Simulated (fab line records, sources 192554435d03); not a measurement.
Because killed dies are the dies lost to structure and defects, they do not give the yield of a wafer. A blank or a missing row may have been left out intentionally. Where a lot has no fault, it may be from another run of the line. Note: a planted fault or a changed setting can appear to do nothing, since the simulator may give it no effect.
Matching of chambers -- flow n5_finfet -- N5_BEOL_M0_SAQP_PECVD_04 on pecvd-01: 3 sister chambers
The step deposits a-Si from SiH4/He, target thk 60 nm, time 60.2 s. 16 wafers are shown with their chamber, then 8 later ones without.

## WAFERS, EACH WITH ITS CHAMBER
wafer,chamber,throttle_valve_pct (%),showerhead_plenum_p_Torr (Torr),heater_power_w (W)
L074.1,1,20.6,5.69,682
L074.2,0,17.7,5.66,612
L074.6,1,20.6,5.71,693
L077.2,2,17.7,5.66,762
L077.3,1,20.6,5.69,648
L077.5,1,20.3,5.70,644
L081.4,1,20.6,5.70,696
L081.5,0,17.4,5.66,692
L081.6,2,17.8,5.67,682
L084.4,0,17.3,5.64,724
L084.5,1,20.3,5.73,620
L084.6,2,17.7,5.66,747
L085.1,1,20.7,5.71,621
L085.2,2,17.6,5.68,683
L085.6,1,20.7,5.70,630
L093.1,1,20.3,5.70,716

SIGNATURES (averages over the wafers above)
reading,chamber 0,chamber 1,chamber 2,scatter within a chamber
throttle_valve_pct,17.467,20.522,17.700,0.162
showerhead_plenum_p_Torr,5.6533,5.7033,5.6675,0.0116
heater_power_w,676.00,661.11,718.50,41.5
Rule: a wafer lies at a distance from a chamber equal to the root of the sum of squares, over the readings, of (its reading less the chamber's mean, divided by the reading's scatter). The wafer belongs to the nearest chamber; if the next one is less than 2 further off, it can't be placed. The scatter: take each reading less its chamber's mean, square it, sum over the shown wafers, divide by the number of wafers less the number of chambers, and take the root.

## WAFERS MISSING THEIR CHAMBER
wafer,throttle_valve_pct (%),showerhead_plenum_p_Torr (Torr),heater_power_w (W)
L093.2,17.6,5.66,641
L093.4,17.9,5.66,680
L094.2,17.8,5.67,720
L094.3,17.7,5.64,677
L094.4,17.7,5.65,679
L097.2,17.3,5.64,694
L097.4,20.8,5.70,702
L097.6,17.7,5.68,761

## CHAMBER TAKEN BY EACH
wafer,from the rows above,in truth
L093.2,can't be placed: 0 or 2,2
L093.4,can't be placed: 2 or 0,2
L094.2,2,2
L094.3,can't be placed: 0 or 2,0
L094.4,can't be placed: 0 or 2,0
L097.2,can't be placed: 0 or 2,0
L097.4,1,1
L097.6,can't be placed: 2 or 0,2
Placed correctly: 2 of 8. From these rows, 6 cannot be placed; in 6 the true chamber is one of the candidates. Number placed wrongly: 0.
